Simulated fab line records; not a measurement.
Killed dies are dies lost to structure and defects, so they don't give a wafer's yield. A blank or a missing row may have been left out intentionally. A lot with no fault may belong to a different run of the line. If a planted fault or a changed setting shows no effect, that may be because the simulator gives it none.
A struck lot beside a sound one + flow nandHarc + 13 out of 1302 route steps
Sound: these wafers, L433.1, L433.4, L433.6. Wafers L438.2, L438.4, L438.5 were the ones struck. Last of all comes the cause.
Order at every step that has rows: each side's tool, ch and its chambers, its first start. Under that, the readings that differ: sound wafers + struck wafers + difference of the means + sigmas: that difference in standard deviations of wafers without a fault.
alike: readings with means less than 2 such deviations apart, plus words and numbers identical on both sides. not compared: withheld readings, readings lacking a value on some wafer, bounds such as >300 that could conceal the same value, and numbers that have no deviation in the record and whose values overlap.
Wherever a step has rows on one side only, a row that says differs or no value, or a row with sigmas, the two part there. Non-overlapping numbers with no deviation appear without sigmas and do not part them. A reading missing from all wafers of one side parts the sides only when that side holds two or more wafers.

first, 8 steps without rows for these wafers: NHARC_A_STAIRCASE_HMDS_434 (time 30 s); NHARC_A_STAIRCASE_COAT_435; NHARC_A_STAIRCASE_SOFTBAKE_436 (time 170 s); NHARC_A_STAIRCASE_EBR_437; NHARC_A_STAIRCASE_EXPOSE_438 (exposes mask STAIR REV); NHARC_A_STAIRCASE_PEB_439 (peb time 130 s); NHARC_A_STAIRCASE_DEVELOP_440 (time 140 s); NHARC_A_STAIRCASE_HARDBAKE_442 (time 140 s).
NHARC_A_STAIRCASE_DESCUM_443: chemistry O2, time 3 s.
  sound on rieDiel-04 ch 0,1,2, day 21 04:40; struck on rieDiel-11 ch 0,2,3, day 23 10:11
  alike: drypumpMotorCurrentA, oesProductAu, rfVppV, showerheadPlenumPTorr, throttleValvePct
  not compared: rfHoursCounterH
NHARC_A_STAIRCASE_ETCH_444: etches the open film in C4F8/O2, target depth 20400 nm, time 6800 s.
  sound on rieDiel-04 ch 1,2,3, day 21 05:42; struck on rieDiel-11 ch 0,1, day 23 10:29
  alike: biasW, oesProductAu, rfVppV
  not compared: rfHoursCounterH
NHARC_A_STAIRCASE_STRIP_446: strips in O2.
  sound on plasmaAsher-02 ch 0,1, day 21 09:10; struck on plasmaAsher-01 ch 0,1, day 23 14:57
  no value came back on the struck wafers for drypumpMotorCurrentA (A), heaterPowerW (W), rfReflPowerW (W); on the sound wafers drypumpMotorCurrentA (A) reads 5.41 5.96 5.41
  not compared: rfHoursCounterH
then, 1 step without rows for these wafers: NHARC_A_STAIRCASE_STRIP_447 (strips in SPM, time 900 s).
-- jump in the record: it breaks off in module A_STAIRCASE and resumes in module END (first step shown: number 1302 of the route), and 6 days separate the struck wafers' starts before and after --
NHARC_END_SORT_01:
  sound on prober-01 ch 0, day 26 21:04; struck on prober-01 ch 0, day 29 03:11
  alike: killedAtArray, killedAtOther, killedAtPeriphery, killedDies, killedOpen, killedShort

## WHERE THEY PART
Only at NHARC_A_STAIRCASE_STRIP_446, as far as this record shows. Later steps at which nothing parts them and some readings are alike: NHARC_END_SORT_01.

WHY: what the simulator had put in
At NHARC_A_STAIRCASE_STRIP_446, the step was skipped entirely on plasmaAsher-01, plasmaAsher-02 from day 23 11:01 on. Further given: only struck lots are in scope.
